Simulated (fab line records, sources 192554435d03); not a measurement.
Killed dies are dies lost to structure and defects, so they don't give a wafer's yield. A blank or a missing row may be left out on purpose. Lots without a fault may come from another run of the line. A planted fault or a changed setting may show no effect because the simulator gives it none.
A struck lot beside a sound one | flow n5_finfet | 16 steps out of a route of 1938
Sound: wafers L690.2, L690.3, L690.6. Struck: wafers L696.1, L696.5, L696.6. The cause comes at the end.
At each step with rows: each side's tool, then ch and its chambers, then its first start. Under that, the readings that differ: sound wafers | struck wafers | difference of the means | sigmas: that difference in standard deviations of wafers without a fault.
alike: readings whose means differ by less than 2 such deviations, and words and numbers that are the same on both sides. not compared: withheld readings, readings that some wafer has no value for, bounds like >300 that may hide the same value, and numbers for which the record gives no deviation and whose values overlap.
The two part at a step that has a row with sigmas, a row that says differs or no value, or rows on one side only. Numbers that don't overlap but have no deviation are shown without sigmas and don't part them. A reading that every wafer of one side lacks parts them only if that side has two wafers or more.

first, 2 steps without rows for these wafers: N5_HKMG_FIN_ALD_71 (deposits TiN, target thk 1 nm, pulse time 1 s, purge time 3 s); N5_HKMG_FIN_COAT_66 (time 60 s, resist thk 300 nm).
N5_HKMG_FIN_ETCH_67: etches SOC in N2/H2, stops on TiN, target depth 388.9 nm.
  sound on rie_diel-04 ch 1,2,3, day 4 04:29; struck on rie_diel-03 ch 0,2,3, day 5 14:53
  alike: drypump_motor_current_A, oes_product_au, rf_vpp_V, showerhead_plenum_p_Torr, throttle_valve_pct
  not compared: rf_hours_counter_h
then, 2 steps without rows for these wafers: N5_HKMG_FIN_STRIP_90 (strips SOC in N2/H2, time 20 s); N5_HKMG_FIN_WET_ETCH_73 (etches the open film in SC1, time 42.3 s, target depth 1.3 nm, rinse time 30 s).
N5_HKMG_FIN_ETCHBACK_68: etches the open film in Cl2/Ar, stops on HfO2, target depth 0.5 nm.
  sound on rie_metal-03 ch 0,1, day 4 04:51; struck on rie_metal-02 ch 0,1, day 5 15:06
  alike: drypump_motor_current_A, he_backside_leak_sccm, oes_product_au, throttle_valve_pct
  not compared: rf_hours_counter_h
N5_HKMG_FIN_STRIP_69: strips in N2/H2, time 360 s.
  sound on plasma_asher-01 ch 0, day 4 05:00; struck on plasma_asher-02 ch 0,1, day 5 15:14
  alike: drypump_motor_current_A, heater_power_w
  not compared: rf_hours_counter_h
then, 1 step without rows for these wafers: N5_HKMG_FIN_ALD_21 (deposits TiN, target thk 1.5 nm, pulse time 1 s, purge time 3 s).
N5_HKMG_FIN_ALD_72: deposits W, target thk 2 nm, pulse time 1 s, purge time 2 s.
  sound on cvd_w-02 ch 0,1, day 4 05:45; struck on cvd_w-02 ch 0,1, day 5 15:59
  alike: heater_power_w, precursor_pulse_height_rel
then, 3 steps without rows for these wafers: N5_HKMG_FIN_W_FILL_22 (material W, target thk 60 nm, time 18.2 s); N5_HKMG_FIN_PRECLEAN_83 (cleans in DIW, time 57.5 s); N5_HKMG_FIN_SRD_84 (dry time 32 s).
N5_HKMG_FIN_CMP_23: polishes, stops on SiNx, t overpolish 10 s, target thk 46.326 nm.
  sound on cmp-04 ch 1,2,3, day 4 06:02; struck on cmp-03 ch 0,1,3, day 5 16:23
  reading          | sound                | struck               | difference | sigmas
  platen_rpm (rpm) | 50.279 50.297 50.290 | 48.225 48.260 48.270 | -2.037     | -70
  alike: motor_current_A, overpolish_run_s, slurry_flow_ml_min, time_to_endpoint_s
N5_HKMG_FIN_CMP_94: polishes, stops on SiNx, t overpolish 4.7 s, target thk 43.299 nm.
  sound on cmp-04 ch 1,2,3, day 4 06:28; struck on cmp-03 ch 0,1,3, day 5 16:43
  alike: motor_current_A, platen_rpm, slurry_flow_ml_min
-- the record jumps here: 4 days lie between the struck wafers' starts before and after (it left off in module HKMG_FIN and takes up again in module BEOL_M4, whose first step shown is number 1111 of the route) --
N5_BEOL_M4_RC_MEAS_101:
  sound on prober-02 ch 0, day 7 20:58; struck on prober-01 ch 0, day 9 05:29
  alike: DIBL_N, DIBL_P, IOFF_N, IOFF_P, ION_N, ION_P, SS_N, SS_P, VT_N, VT_P
-- the record jumps here: 5 days lie between the struck wafers' starts before and after (it left off in module BEOL_M4 and takes up again in module PASSIVATION, whose first step shown is number 1936 of the route) --
N5_PASSIVATION_PROBE_49:
  the record has rows for the struck wafers here (prober-01, day 13 21:55) and none for the sound ones

WHERE THEY PART
First at N5_HKMG_FIN_CMP_23; last, within this record, at N5_PASSIVATION_PROBE_49.

WHY: what the simulator had put in
Process parameter drift: cmp-03, from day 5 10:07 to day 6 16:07, at N5_HKMG_FIN_CMP_23. Setting platen_rpm, moved by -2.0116, from 50.289. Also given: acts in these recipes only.
